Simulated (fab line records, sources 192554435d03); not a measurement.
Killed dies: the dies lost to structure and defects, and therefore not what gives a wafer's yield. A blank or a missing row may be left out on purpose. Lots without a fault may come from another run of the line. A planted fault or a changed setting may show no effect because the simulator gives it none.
fab line records	flow n5_finfet
record: lots: 24	wafers: 72	last_day: 19
route steps=1938 shown BEOL_M3@947
lots untouched by any fault: they come from a run of this same line in which no faults occurred
start_h: start of the lot's first displayed wafer, in hours after the record's first day	wait_h: how many hours have passed since the lot's step before this one	" repeats the value in the row above	L1.1+2: a single row standing in for several wafers	- no value, or no start was given	* or withheld: withheld	< > ~ a bound
route shown NAME@n: a module of which the file shows steps, and the number in the route of the first	usual: mean and standard deviation over wafers with no fault	same: alike in all rows	chamber/n: place in a boat	sites: each site's reading	_std_site: the values' standard deviation	_edge_site: the outer-site mean with the inner-site mean subtracted	radius_mm: for every site, how far away it sits from the centre of the wafer	mask NAME#n: copy n	behind: the last tool/chamber to shape the wafer	hold: what put the lot on hold/how long, in hours/how the hold closed	device: the transistor (n, p or np) that didn't switch	end of line: the route-end tests of the same wafers	where a step has no rows: the recipe by itself	killed: dies lost to structure and defects at the first sort, not the wafer's yield	map: the dies of a wafer, with x for killed, . for not killed, _ for no die there
set.NAME: setting as actually run; set.NAME@STEP: the setting as run at that earlier step	model.NAME: the simulator's own value behind a step, which no gauge read
steps of the route over a sample of lots; a table a step, a row a wafer
services: from which hour (start_h, from the record's first day; less than 0 if before it) a tool's chamber was out of use, for how many hours, and why
== steps ==
step: N5_BEOL_M3_DESCUM_16
recipe: chemistry: O2	time_s: 7	source_power_w: 50	bias_power_w: 20	pressure_mtorr: 20	rf_frequency_hz: 2.712e+07	temp_c: 40	resist: CAR-EUV	o2_flow_sccm: 225
usual: drypump_motor_current_A: 5.6/0.42	oes_product_au: 0.77/0.083	rf_vpp_V: 243.2/1.2	showerhead_plenum_p_Torr: 2.09/0.058	throttle_valve_pct: 20.42/0.2
lot.wafer	tool	chamber	start_h	wait_h	drypump_motor_current_A	oes_product_au	rf_hours_counter_h	rf_vpp_V	showerhead_plenum_p_Torr	throttle_valve_pct
L075.1	rie_diel-06	1	161.13	0.0	6.6	0.68	221	242.9	2.07	20.50
L075.2	"	3	"	"	5.6	0.72	177	243.4	2.18	20.63
L075.6	"	2	"	"	5.6	0.74	-	245.4	2.17	20.39
L074.2	rie_diel-05	1	161.92	0.0	5.6	0.70	207	245.0	2.15	20.29
L074.3	"	2	"	"	6.2	0.84	55	243.3	2.13	20.16
L074.5	"	2	"	"	6.2	0.84	-	243.7	2.13	20.13
L076.1	rie_diel-06	1	168.66	0.0	6.5	0.69	222	243.6	2.07	20.51
L076.3	"	2	"	"	5.6	0.74	172	245.5	2.17	20.39
L076.6	"	1	"	"	6.5	0.68	-	242.3	2.07	20.53
L078.1	rie_diel-02	0	169.46	0.1	5.1	0.70	191	244.4	2.17	20.74
L078.3	"	1	"	"	5.6	0.86	42	243.3	2.03	20.37
L078.5	"	0	"	"	5.1	0.70	-	243.6	2.17	20.74
L077.1	rie_diel-02	2	173.35	0.0	6.1	0.75	155	241.8	2.10	20.44
L077.4	"	2	"	"	6.0	0.75	-	242.8	2.10	20.43
L077.5	"	1	"	"	5.6	0.86	-	242.5	2.03	20.37
L079.1	rie_diel-05	0	181.24	0.0	5.2	0.85	82	242.7	2.03	20.10
L079.4	"	3	"	"	5.1	0.67	242	243.2	2.06	20.68
L079.6	"	0	"	"	5.2	0.85	-	243.1	2.03	20.07
L080.2	rie_diel-05	0	182.72	0.0	5.2	0.85	83	242.3	2.03	20.07
L080.5	"	1	"	"	5.6	0.71	-	244.4	2.15	20.29
L080.6	"	2	"	"	6.2	0.85	-	243.6	2.13	20.16
L081.1	rie_diel-05	2	183.02	0.0	6.2	0.84	60	243.5	2.13	20.17
L081.3	"	3	"	"	5.1	0.67	242	243.7	2.06	20.67
L081.6	"	2	"	"	6.2	0.84	-	243.2	2.13	20.15
L082.2	rie_diel-02	2	189.50	0.0	6.0	0.76	161	241.7	2.10	20.45
L082.4	"	0	"	"	5.1	0.69	199	243.0	2.16	20.75
L082.5	"	3	"	"	5.7	0.97	-	242.1	2.04	20.10
L083.1	rie_diel-06	2	206.30	0.0	5.6	0.74	182	242.8	2.16	20.42
L083.4	"	1	"	"	6.5	0.67	232	242.8	2.07	20.53
L083.5	"	1	"	"	6.5	0.67	-	242.0	2.07	20.52
L084.1	rie_diel-06	2	231.87	0.0	5.6	0.73	188	245.1	2.16	20.42
L084.5	"	0	"	"	5.2	0.79	-	242.4	2.02	20.65
L084.6	"	1	"	"	6.5	0.67	-	242.6	2.06	20.54
L085.1	rie_diel-02	2	241.72	0.0	6.1	0.73	177	242.6	2.09	20.47
L085.4	"	0	"	"	5.1	0.69	203	244.3	2.16	20.75
L085.5	"	3	"	"	5.6	0.91	-	243.3	2.03	20.12
L086.1	rie_diel-02	0	243.67	0.1	5.1	0.69	203	244.4	2.16	20.75
L086.2	"	2	"	"	6.0	0.74	178	242.6	2.09	20.48
L086.4	"	1	"	"	5.6	0.82	66	241.8	2.02	20.40
L088.2	rie_diel-05	1	250.64	0.0	5.6	0.69	229	243.3	2.14	20.33
L088.3	"	3	"	"	5.1	0.96	3	242.4	2.06	20.40
L088.5	"	0	"	"	5.3	0.82	-	240.7	2.03	20.11
L087.1	rie_diel-05	1	250.92	0.0	5.6	0.69	229	243.5	2.14	20.34
L087.5	"	3	"	"	5.1	0.96	-	242.3	2.06	20.41
L087.6	"	0	"	"	5.2	0.82	-	243.5	2.03	20.09
L089.1	rie_diel-06	3	258.64	0.0	5.7	0.70	203	243.2	2.17	20.66
L089.3	"	1	"	"	6.6	0.67	246	243.6	2.06	20.54
L089.4	"	0	"	"	5.2	0.78	130	242.9	2.01	20.64
L090.4	rie_diel-05	1	260.37	0.0	5.6	0.68	-	245.7	2.14	20.32
L090.5	"	3	"	"	5.1	0.94	-	241.7	2.06	20.39
L090.6	"	0	"	"	5.3	0.82	-	242.6	2.02	20.11
L091.1	rie_diel-02	0	260.97	0.1	5.1	0.69	208	243.6	2.16	20.76
L091.2	"	3	"	"	5.6	0.89	21	243.1	2.03	20.14
L091.4	"	2	"	"	6.0	0.73	182	243.6	2.09	20.47
L093.2	rie_diel-02	1	267.83	0.1	5.6	0.82	73	242.7	2.02	20.41
L093.3	"	0	"	"	5.1	0.69	210	244.4	2.16	20.77
L093.5	"	2	"	"	6.0	0.73	-	242.5	2.09	20.48
L092.4	rie_diel-05	1	271.56	0.0	5.6	0.69	235	244.5	2.14	20.34
L092.5	"	3	"	"	5.1	0.94	-	242.6	2.06	20.39
L092.6	"	2	"	"	6.2	0.82	-	244.1	2.12	20.19
L095.1	rie_diel-06	2	275.30	0.1	5.6	0.73	201	243.4	2.16	20.46
L095.3	"	0	"	"	5.2	0.78	135	243.0	2.01	20.67
L095.5	"	3	"	"	5.7	0.70	-	243.6	2.17	20.66
L094.1	rie_diel-05	3	282.10	0.0	5.1	0.92	13	242.8	2.06	20.41
L094.2	"	2	"	"	6.2	0.81	84	242.3	2.12	20.20
L094.3	"	1	"	"	5.6	0.69	238	242.6	2.14	20.33
L096.1	rie_diel-06	0	294.27	0.0	5.2	0.77	142	242.5	2.01	20.66
L096.5	"	3	"	"	5.7	0.69	-	245.4	2.17	20.68
L096.6	"	2	"	"	5.6	0.72	-	245.2	2.15	20.48
L097.1	rie_diel-06	0	303.60	0.6	5.2	0.76	147	240.9	2.01	20.68
L097.3	"	3	"	"	5.7	0.68	219	245.0	2.16	20.68
L097.5	"	2	"	"	5.6	0.71	-	243.7	2.15	20.44
step: N5_BEOL_M3_STRIP_36
recipe: chemistry: N2/H2	power_w: 450	temp_c: 40	pressure_mtorr: 20	rf_frequency_hz: 6e+07	overash_fraction: 0.3	bias_power_w: 7	h2_frac: 0.5	n2_flow_sccm: 200	h2_flow_sccm: 200
usual: drypump_motor_current_A: 5.6/0.41	oes_product_au: 0.77/0.079	rf_vpp_V: 59.0/1.4	showerhead_plenum_p_Torr: 2.54/0.066	throttle_valve_pct: 23.6/0.32
lot.wafer	tool	chamber	start_h	wait_h	drypump_motor_current_A	oes_product_au	rf_hours_counter_h	rf_vpp_V	showerhead_plenum_p_Torr	throttle_valve_pct
L075.1	rie_diel-02	0	168.83	0.0	5.1	0.71	191	59.5	2.61	24.0
L075.2	"	1	"	"	5.6	0.86	41	61.0	2.49	23.6
L075.6	"	1	"	"	5.6	0.86	-	58.2	2.49	23.6
L074.2	rie_diel-02	1	169.30	0.0	5.6	0.85	42	56.5	2.49	23.6
L074.3	"	0	"	"	5.1	0.70	191	57.1	2.61	24.0
L074.5	"	1	"	"	5.6	0.86	-	60.3	2.49	23.6
L076.1	rie_diel-02	2	174.58	0.0	6.0	0.75	156	60.4	2.54	23.4
L076.3	"	1	"	"	5.7	0.84	44	58.9	2.49	23.6
L076.6	"	1	"	"	5.6	0.85	-	55.9	2.49	23.5
L078.1	rie_diel-05	2	175.15	0.0	6.2	0.85	59	59.3	2.60	23.5
L078.3	"	3	"	"	5.1	0.67	240	59.0	2.49	23.9
L078.5	"	1	"	"	5.6	0.70	-	62.0	2.62	23.5
L077.1	rie_diel-05	0	175.74	0.0	5.2	0.84	81	58.1	2.44	22.9
L077.4	"	1	"	"	5.6	0.70	211	60.3	2.62	23.4
L077.5	"	1	"	"	5.6	0.71	-	61.0	2.62	23.4
L079.1	rie_diel-02	3	184.21	0.0	5.6	0.97	1	60.6	2.50	23.6
L079.4	"	2	"	"	6.1	0.76	159	57.7	2.54	23.4
L079.6	"	1	"	"	5.6	0.85	-	56.7	2.49	23.5
L080.2	rie_diel-06	3	184.37	0.0	5.6	0.73	183	58.9	2.63	23.7
L080.5	"	0	"	"	5.2	0.81	-	60.2	2.46	24.0
L080.6	"	3	"	"	5.6	0.72	-	57.6	2.63	23.7
L081.1	rie_diel-05	2	188.60	0.0	6.2	0.84	62	58.5	2.60	23.4
L081.3	"	3	"	"	5.1	0.67	244	57.8	2.48	23.9
L081.6	"	0	"	"	5.2	0.85	-	61.1	2.44	22.8
L082.2	rie_diel-02	0	196.96	0.0	5.1	0.69	200	59.2	2.61	24.0
L082.4	"	3	"	"	5.6	0.96	3	58.2	2.50	23.6
L082.5	"	0	"	"	5.1	0.69	-	58.4	2.61	24.0
L083.1	rie_diel-05	1	236.18	0.0	5.6	0.69	225	58.9	2.62	23.5
L083.4	"	2	"	"	6.2	0.83	-	57.0	2.59	23.5
L083.5	"	0	"	"	5.2	0.83	-	58.9	2.44	22.9
L084.1	rie_diel-05	0	239.54	0.0	5.2	0.82	96	57.4	2.44	22.9
L084.5	"	0	"	"	5.2	0.83	-	57.7	2.44	22.9
L084.6	"	1	"	"	5.6	0.70	-	58.2	2.62	23.5
L085.1	rie_diel-06	2	255.85	0.0	5.6	0.72	195	60.4	2.63	24.0
L085.4	"	0	"	"	5.2	0.78	129	57.2	2.45	24.0
L085.5	"	0	"	"	5.1	0.78	-	59.3	2.45	24.0
L086.1	rie_diel-02	1	260.44	0.0	5.6	0.81	71	58.3	2.48	23.6
L086.2	"	2	"	"	6.1	0.73	182	57.6	2.53	23.5
L086.4	"	3	"	"	5.6	0.91	21	57.4	2.49	23.6
L088.2	rie_diel-06	3	261.82	0.0	5.7	0.70	204	59.8	2.62	23.7
L088.3	"	2	"	"	5.6	0.73	197	61.3	2.62	23.9
L088.5	"	2	"	"	5.6	0.72	-	59.9	2.62	24.0
L087.1	rie_diel-02	2	266.98	0.0	6.1	0.75	184	62.0	2.53	23.5
L087.5	"	1	"	"	5.7	0.83	-	60.3	2.48	23.6
L087.6	"	2	"	"	6.0	0.74	-	59.7	2.53	23.5
L089.1	rie_diel-05	1	270.63	0.0	5.6	0.70	235	60.9	2.61	23.5
L089.3	"	3	"	"	5.1	0.93	9	59.9	2.48	23.8
L089.4	"	2	"	"	6.2	0.82	80	56.4	2.59	23.4
L090.4	rie_diel-06	2	270.67	0.0	5.7	0.73	199	60.3	2.62	24.0
L090.5	"	1	"	"	6.5	0.67	-	58.9	2.52	24.0
L090.6	"	2	"	"	5.6	0.72	-	60.1	2.62	24.0
L091.1	rie_diel-02	1	271.11	0.0	5.6	0.81	74	59.6	2.48	23.6
L091.2	"	3	"	"	5.6	0.87	24	57.4	2.49	23.7
L091.4	"	2	"	"	6.0	0.72	-	58.6	2.53	23.5
L093.2	rie_diel-05	2	274.82	0.0	6.2	0.82	81	58.9	2.59	23.5
L093.3	"	0	"	"	5.2	0.81	105	58.4	2.44	22.8
L093.5	"	2	"	"	6.2	0.80	-	60.5	2.59	23.5
L092.4	rie_diel-02	1	281.35	0.0	5.6	0.81	77	59.9	2.48	23.6
L092.5	"	3	"	"	5.6	0.87	-	58.8	2.49	23.7
L092.6	"	0	"	"	5.1	0.69	-	57.8	2.60	24.0
L095.1	rie_diel-06	0	285.39	0.0	5.2	0.77	139	60.2	2.44	24.0
L095.3	"	3	"	"	5.6	0.69	212	58.6	2.61	23.8
L095.5	"	0	"	"	5.1	0.77	-	59.9	2.44	24.0
L094.1	rie_diel-02	0	288.20	0.0	5.1	0.68	214	58.5	2.60	24.0
L094.2	"	1	"	"	5.6	0.81	80	57.8	2.48	23.6
L094.3	"	3	"	"	5.6	0.87	30	58.1	2.49	23.6
L096.1	rie_diel-05	3	314.66	0.0	5.1	0.92	20	59.8	2.47	23.8
L096.5	"	3	"	"	5.1	0.91	-	58.1	2.47	23.8
L096.6	"	2	"	"	6.2	0.80	-	58.0	2.59	23.5
L097.1	rie_diel-06	1	325.79	0.0	6.6	0.95	6	58.5	2.51	23.8
L097.3	"	3	"	"	5.6	0.69	226	59.8	2.61	23.7
L097.5	"	2	"	"	5.7	0.72	-	59.1	2.61	24.0
step: N5_BEOL_M3_ETCH_41
recipe: chemistry: CH3F/O2	target: SiCN	target_depth_a: 299	taper_deg: 2	time_s: 52.5	ion_energy_ev: 120	mask_material: TiN	pressure_mtorr: 30	source_w: 395	bias_w: 75	Ar_flow_sccm: 150	CH3F_flow_sccm: 30	O2_flow_sccm: 20
usual: CH3F_flow_sccm: 30.00/0.095	drypump_motor_current_A: 5.6/0.41	oes_product_au: 0.78/0.078	rf_vpp_V: 297.3/1.3	showerhead_plenum_p_Torr: 2.00/0.056	throttle_valve_pct: 16.34/0.23
lot.wafer	tool	chamber	start_h	wait_h	CH3F_flow_sccm	drypump_motor_current_A	oes_product_au	rf_hours_counter_h	rf_vpp_V	showerhead_plenum_p_Torr	throttle_valve_pct
L075.1	rie_diel-02	0	-	-	29.96	5.1	0.70	191	299.0	2.09	16.74
L075.2	"	1	"	"	29.97	5.6	0.84	41	295.7	1.94	16.26
L075.6	"	1	"	"	30.02	5.6	0.85	-	296.0	1.94	16.27
L074.2	rie_diel-02	1	-	-	29.86	5.7	0.85	42	296.5	1.94	16.26
L074.3	"	0	"	"	29.92	5.1	0.71	191	298.2	2.09	16.73
L074.5	"	1	"	"	29.87	5.7	0.85	-	296.1	1.94	16.26
L076.1	rie_diel-02	2	-	-	30.02	6.0	0.75	156	299.3	1.99	16.25
L076.3	"	1	"	"	30.09	5.6	0.84	44	298.4	1.94	16.28
L076.6	"	1	"	"	30.04	5.6	0.84	-	296.7	1.94	16.27
L078.1	rie_diel-05	2	-	-	30.06	6.2	0.85	59	298.6	2.03	15.98
L078.3	"	3	"	"	30.05	5.1	0.68	241	295.1	1.99	16.68
L078.5	"	1	"	"	30.04	5.6	0.72	-	299.1	2.05	16.26
L077.1	rie_diel-05	0	-	-	29.97	5.2	0.84	81	296.9	1.96	16.08
L077.4	"	1	"	"	30.07	5.6	0.71	211	299.6	2.05	16.27
L077.5	"	1	"	"	30.12	5.6	0.72	-	296.9	2.05	16.26
L079.1	rie_diel-02	3	-	-	30.11	5.6	0.99	1	297.4	1.95	15.99
L079.4	"	2	"	"	29.92	6.0	0.76	159	297.4	1.99	16.26
L079.6	"	1	"	"	29.85	5.6	0.84	-	295.6	1.94	16.26
L080.2	rie_diel-06	3	-	-	29.97	5.6	0.72	183	300.1	2.07	16.47
L080.5	"	0	"	"	30.04	5.1	0.80	-	295.8	1.95	16.57
L080.6	"	3	"	"	30.02	5.6	0.72	-	299.6	2.07	16.46
L081.1	rie_diel-05	2	-	-	30.09	6.2	0.85	62	298.4	2.03	15.97
L081.3	"	3	"	"	30.07	5.1	0.67	244	297.8	1.98	16.69
L081.6	"	0	"	"	30.05	5.2	0.83	-	296.7	1.96	16.08
L082.2	rie_diel-02	0	-	-	30.06	5.1	0.69	200	298.5	2.08	16.75
L082.4	"	3	"	"	30.01	5.6	0.96	3	297.1	1.95	15.97
L082.5	"	0	"	"	30.05	5.1	0.70	-	297.2	2.08	16.74
L083.1	rie_diel-05	1	-	-	30.03	5.6	0.71	225	297.3	2.05	16.29
L083.4	"	2	"	"	29.94	6.2	0.83	-	299.4	2.03	16.01
L083.5	"	0	"	"	30.05	5.2	0.83	-	296.7	1.95	16.11
L084.1	rie_diel-05	0	-	-	29.91	5.3	0.82	96	296.0	1.95	16.12
L084.5	"	0	"	"	29.93	5.2	0.81	-	296.0	1.95	16.10
L084.6	"	1	"	"	30.04	5.6	0.70	-	297.0	2.05	16.29
L085.1	rie_diel-06	2	-	-	29.93	5.6	0.74	195	297.7	2.09	16.44
L085.4	"	0	"	"	30.01	5.1	0.79	129	296.1	1.94	16.59
L085.5	"	0	"	"	29.97	5.2	0.78	-	296.4	1.94	16.60
L086.1	rie_diel-02	1	-	-	29.99	5.7	0.81	71	297.0	1.93	16.33
L086.2	"	2	"	"	30.15	6.0	0.74	182	298.0	1.98	16.31
L086.4	"	3	"	"	29.91	5.6	0.91	21	295.3	1.94	16.01
L088.2	rie_diel-06	3	-	-	30.03	5.7	0.71	204	299.6	2.06	16.51
L088.3	"	2	"	"	29.94	5.6	0.73	197	298.2	2.09	16.45
L088.5	"	2	"	"	29.91	5.7	0.73	-	298.3	2.09	16.45
L087.1	rie_diel-02	2	-	-	29.97	6.0	0.74	184	297.0	1.98	16.30
L087.5	"	1	"	"	29.92	5.6	0.80	-	296.0	1.93	16.33
L087.6	"	2	"	"	29.94	6.0	0.74	-	295.4	1.98	16.32
L089.1	rie_diel-05	1	-	-	29.97	5.6	0.71	235	298.6	2.04	16.33
L089.3	"	3	"	"	30.10	5.1	0.95	9	297.0	1.98	16.29
L089.4	"	2	"	"	30.16	6.2	0.83	80	297.6	2.02	16.01
L090.4	rie_diel-06	2	-	-	30.01	5.7	0.73	199	297.9	2.09	16.47
L090.5	"	1	"	"	29.98	6.5	0.67	-	296.5	1.95	16.39
L090.6	"	2	"	"	29.93	5.6	0.73	-	299.9	2.09	16.47
L091.1	rie_diel-02	1	-	-	30.04	5.7	0.80	74	295.9	1.93	16.33
L091.2	"	3	"	"	29.96	5.6	0.90	24	297.0	1.94	16.02
L091.4	"	2	"	"	30.06	6.0	0.74	-	297.9	1.98	16.31
L093.2	rie_diel-05	2	-	-	30.02	6.2	0.83	81	297.5	2.02	16.01
L093.3	"	0	"	"	29.95	5.2	0.81	105	294.2	1.95	16.11
L093.5	"	2	"	"	30.05	6.2	0.82	-	299.8	2.02	16.03
L092.4	rie_diel-02	1	-	-	29.91	5.6	0.80	77	295.7	1.93	16.34
L092.5	"	3	"	"	30.12	5.6	0.89	-	296.3	1.94	16.04
L092.6	"	0	"	"	29.83	5.1	0.69	-	298.7	2.08	16.74
L095.1	rie_diel-06	0	-	-	30.14	5.2	0.76	139	295.4	1.94	16.63
L095.3	"	3	"	"	30.02	5.6	0.70	212	299.3	2.06	16.52
L095.5	"	0	"	"	30.06	5.1	0.76	-	296.7	1.94	16.63
L094.1	rie_diel-02	0	-	-	29.98	5.1	0.68	214	299.8	2.08	16.76
L094.2	"	1	"	"	30.01	5.6	0.80	80	295.5	1.93	16.33
L094.3	"	3	"	"	30.22	5.6	0.89	30	296.8	1.94	16.04
L096.1	rie_diel-05	3	-	-	29.96	5.1	0.92	20	296.0	1.98	16.32
L096.5	"	3	"	"	29.91	5.1	0.92	-	296.6	1.98	16.32
L096.6	"	2	"	"	29.94	6.2	0.82	-	297.7	2.02	16.04
L097.1	rie_diel-06	1	-	-	30.17	6.6	0.96	6	297.5	1.95	15.93
L097.3	"	3	"	"	29.86	5.7	0.68	226	298.0	2.05	16.54
L097.5	"	2	"	"	30.06	5.6	0.71	-	297.9	2.08	16.49
step: N5_BEOL_M3_DEGAS_44
recipe: ambient: vacuum	temp_c: 250	time_s: 60
usual: heater_power_w: 328/29
lot.wafer	tool	chamber	start_h	wait_h	heater_power_w
L075.1	pvd_sputter-03	-	169.29	0.1	291
L075.2	"	-	"	"	357
L075.6	"	-	"	"	320
L074.2	pvd_sputter-03	-	171.45	1.8	356
L074.3	"	-	"	"	293
L074.5	"	-	"	"	351
L076.1	pvd_sputter-02	-	175.55	0.6	364
L076.3	"	-	"	"	382
L076.6	"	-	"	"	320
L078.1	pvd_sputter-01	-	175.78	0.3	302
L078.3	"	-	"	"	334
L078.5	"	-	"	"	305
L077.1	pvd_sputter-01	-	178.14	2.0	352
L077.4	"	-	"	"	331
L077.5	"	-	"	"	306
L079.1	pvd_sputter-02	-	184.97	0.4	357
L079.4	"	-	"	"	374
L079.6	"	-	"	"	370
L080.2	pvd_sputter-02	-	185.05	0.3	359
L080.5	"	-	"	"	373
L080.6	"	-	"	"	313
L081.1	pvd_sputter-03	-	189.01	0.1	349
L081.3	"	-	"	"	297
L081.6	"	-	"	"	357
L082.2	pvd_sputter-02	-	197.78	0.5	357
L082.4	"	-	"	"	307
L082.5	"	-	"	"	375
L083.1	pvd_sputter-01	-	237.08	0.5	353
L083.4	"	-	"	"	304
L083.5	"	-	"	"	277
L084.1	pvd_sputter-02	-	240.46	0.6	305
L084.5	"	-	"	"	319
L084.6	"	-	"	"	377
L085.1	pvd_sputter-03	-	256.67	0.5	350
L085.4	"	-	"	"	294
L085.5	"	-	"	"	292
L086.1	pvd_sputter-01	-	261.68	0.9	332
L086.2	"	-	"	"	298
L086.4	"	-	"	"	279
L088.2	pvd_sputter-03	-	262.21	0.0	347
L088.3	"	-	"	"	313
L088.5	"	-	"	"	290
L087.1	pvd_sputter-01	-	267.76	0.4	356
L087.5	"	-	"	"	279
L087.6	"	-	"	"	337
L089.1	pvd_sputter-02	-	271.03	0.1	373
L089.3	"	-	"	"	315
L089.4	"	-	"	"	319
L090.4	pvd_sputter-03	-	271.11	0.1	347
L090.5	"	-	"	"	356
L090.6	"	-	"	"	307
L091.1	pvd_sputter-03	-	271.50	0.0	342
L091.2	"	-	"	"	312
L091.4	"	-	"	"	296
L093.2	pvd_sputter-02	-	275.55	0.4	307
L093.3	"	-	"	"	366
L093.5	"	-	"	"	306
L092.4	pvd_sputter-02	-	282.23	0.5	315
L092.5	"	-	"	"	381
L092.6	"	-	"	"	366
L095.1	pvd_sputter-03	-	286.27	0.5	355
L095.3	"	-	"	"	319
L095.5	"	-	"	"	298
L094.1	pvd_sputter-01	-	289.15	0.6	277
L094.2	"	-	"	"	324
L094.3	"	-	"	"	340
L096.1	pvd_sputter-01	-	315.30	0.3	275
L096.5	"	-	"	"	328
L096.6	"	-	"	"	275
L097.1	pvd_sputter-01	-	326.22	0.1	330
L097.3	"	-	"	"	279
L097.5	"	-	"	"	303
step: N5_BEOL_M3_SURFACE_TREAT_85
recipe: gas: Ar	time_s: *	ion_energy_ev: *	ion_current_ma_cm2: 0.5	pressure_mtorr: *	ar_flow_sccm: 30
usual: throttle_valve_pct: *
lot.wafer	tool	chamber	start_h	wait_h	throttle_valve_pct
L075.1	pvd_sputter-01	-	169.92	0.4	*
L075.2	"	-	"	"	*
L075.6	"	-	"	"	*
L074.2	pvd_sputter-01	-	171.80	0.1	*
L074.3	"	-	"	"	*
L074.5	"	-	"	"	*
L076.1	pvd_sputter-01	-	175.90	0.1	*
L076.3	"	-	"	"	*
L076.6	"	-	"	"	*
L078.1	pvd_sputter-03	-	176.39	0.4	*
L078.3	"	-	"	"	*
L078.5	"	-	"	"	*
L077.1	pvd_sputter-03	-	178.53	0.2	*
L077.4	"	-	"	"	*
L077.5	"	-	"	"	*
L079.1	pvd_sputter-02	-	185.45	0.3	*
L079.4	"	-	"	"	*
L079.6	"	-	"	"	*
L080.2	pvd_sputter-02	-	185.81	0.4	*
L080.5	"	-	"	"	*
L080.6	"	-	"	"	*
L081.1	pvd_sputter-01	-	189.45	0.2	*
L081.3	"	-	"	"	*
L081.6	"	-	"	"	*
L082.2	pvd_sputter-02	-	198.32	0.3	*
L082.4	"	-	"	"	*
L082.5	"	-	"	"	*
L083.1	pvd_sputter-01	-	237.54	0.2	*
L083.4	"	-	"	"	*
L083.5	"	-	"	"	*
L084.1	pvd_sputter-02	-	240.86	0.2	*
L084.5	"	-	"	"	*
L084.6	"	-	"	"	*
L085.1	pvd_sputter-01	-	257.96	1.0	*
L085.4	"	-	"	"	*
L085.5	"	-	"	"	*
L086.1	pvd_sputter-01	-	262.04	0.1	*
L086.2	"	-	"	"	*
L086.4	"	-	"	"	*
L088.2	pvd_sputter-03	-	264.13	1.7	*
L088.3	"	-	"	"	*
L088.5	"	-	"	"	*
L087.1	pvd_sputter-01	-	268.10	0.1	*
L087.5	"	-	"	"	*
L087.6	"	-	"	"	*
L089.1	pvd_sputter-01	-	271.37	0.1	*
L089.3	"	-	"	"	*
L089.4	"	-	"	"	*
L090.4	pvd_sputter-02	-	271.44	0.0	*
L090.5	"	-	"	"	*
L090.6	"	-	"	"	*
L091.1	pvd_sputter-03	-	272.01	0.3	*
L091.2	"	-	"	"	*
L091.4	"	-	"	"	*
L093.2	pvd_sputter-02	-	275.97	0.2	*
L093.3	"	-	"	"	*
L093.5	"	-	"	"	*
L092.4	pvd_sputter-03	-	282.75	0.2	*
L092.5	"	-	"	"	*
L092.6	"	-	"	"	*
L095.1	pvd_sputter-02	-	287.11	0.5	*
L095.3	"	-	"	"	*
L095.5	"	-	"	"	*
L094.1	pvd_sputter-01	-	289.63	0.2	*
L094.2	"	-	"	"	*
L094.3	"	-	"	"	*
L096.1	pvd_sputter-03	-	315.69	0.2	*
L096.5	"	-	"	"	*
L096.6	"	-	"	"	*
L097.1	pvd_sputter-01	-	326.74	0.3	*
L097.3	"	-	"	"	*
L097.5	"	-	"	"	*
step: N5_BEOL_M3_ANNEAL_87
recipe: temp_c: 400	time_s: 240	ambient: vacuum
usual: heater_power_w: 825/74
lot.wafer	tool	chamber	start_h	wait_h	heater_power_w
L075.1	pvd_sputter-02	-	172.19	0.0	924
L075.2	"	-	"	"	933
L075.6	"	-	"	"	928
L074.2	pvd_sputter-01	-	172.84	0.0	815
L074.3	"	-	"	"	760
L074.5	"	-	"	"	870
L076.1	pvd_sputter-01	-	176.96	0.0	766
L076.3	"	-	"	"	856
L076.6	"	-	"	"	824
L078.1	pvd_sputter-03	-	177.43	0.0	768
L078.3	"	-	"	"	876
L078.5	"	-	"	"	883
L077.1	pvd_sputter-03	-	179.87	0.0	887
L077.4	"	-	"	"	796
L077.5	"	-	"	"	790
L079.1	pvd_sputter-02	-	186.59	0.0	784
L079.4	"	-	"	"	902
L079.6	"	-	"	"	938
L080.2	pvd_sputter-02	-	188.43	0.0	781
L080.5	"	-	"	"	935
L080.6	"	-	"	"	896
L081.1	pvd_sputter-02	-	190.57	0.0	923
L081.3	"	-	"	"	783
L081.6	"	-	"	"	910
L082.2	pvd_sputter-02	-	199.34	0.0	777
L082.4	"	-	"	"	886
L082.5	"	-	"	"	786
L083.1	pvd_sputter-03	-	239.42	0.0	735
L083.4	"	-	"	"	863
L083.5	"	-	"	"	855
L084.1	pvd_sputter-02	-	241.88	0.0	933
L084.5	"	-	"	"	923
L084.6	"	-	"	"	892
L085.1	pvd_sputter-01	-	258.92	0.0	793
L085.4	"	-	"	"	831
L085.5	"	-	"	"	871
L086.1	pvd_sputter-03	-	263.03	0.0	899
L086.2	"	-	"	"	734
L086.4	"	-	"	"	792
L088.2	pvd_sputter-03	-	266.87	0.0	775
L088.3	"	-	"	"	865
L088.5	"	-	"	"	793
L087.1	pvd_sputter-03	-	269.11	0.0	736
L087.5	"	-	"	"	873
L087.6	"	-	"	"	883
L089.1	pvd_sputter-01	-	272.45	0.0	701
L089.3	"	-	"	"	825
L089.4	"	-	"	"	849
L090.4	pvd_sputter-03	-	272.79	0.0	755
L090.5	"	-	"	"	790
L090.6	"	-	"	"	870
L091.1	pvd_sputter-01	-	274.37	0.0	850
L091.2	"	-	"	"	770
L091.4	"	-	"	"	818
L093.2	pvd_sputter-01	-	277.06	0.0	818
L093.3	"	-	"	"	706
L093.5	"	-	"	"	701
L092.4	pvd_sputter-03	-	283.97	0.0	890
L092.5	"	-	"	"	801
L092.6	"	-	"	"	865
L095.1	pvd_sputter-02	-	288.21	0.0	807
L095.3	"	-	"	"	950
L095.5	"	-	"	"	923
L094.1	pvd_sputter-01	-	290.63	0.0	829
L094.2	"	-	"	"	740
L094.3	"	-	"	"	673
L096.1	pvd_sputter-02	-	318.10	0.0	922
L096.5	"	-	"	"	774
L096.6	"	-	"	"	930
L097.1	pvd_sputter-01	-	329.36	0.0	847
L097.3	"	-	"	"	693
L097.5	"	-	"	"	811
== services ==
tool	chamber	start_h	hours	kind
rie_diel-02	3	147.66	-	clean
rie_diel-02	3	147.66	-	consumable_replace:focus_ring
rie_diel-02	3	147.66	33.6	scheduled_down
rie_diel-02	3	147.66	33.6	vent_cycle
pvd_sputter-03	-	157.03	5.4	repair
rie_diel-02	3	205.74	6.4	repair
rie_diel-02	0	207.35	34.2	repair
rie_diel-05	3	225.33	-	clean
rie_diel-05	3	225.33	-	consumable_replace:focus_ring
rie_diel-05	3	225.33	13.3	scheduled_down
rie_diel-05	3	225.33	13.3	vent_cycle
pvd_sputter-02	-	229.10	4.9	repair
rie_diel-02	-	257.56	0.3	repair
rie_diel-05	2	260.27	5.0	repair
pvd_sputter-01	-	264.67	2.1	repair
rie_diel-02	0	271.01	5.8	repair
rie_diel-06	1	271.31	-	clean
rie_diel-06	1	271.31	-	consumable_replace:focus_ring
rie_diel-06	1	271.31	32.9	scheduled_down
rie_diel-06	1	271.31	32.9	vent_cycle
rie_diel-06	-	295.07	0.1	repair
rie_diel-05	3	319.91	10.7	repair
rie_diel-02	1	328.63	4.6	repair
== key ==
fault none
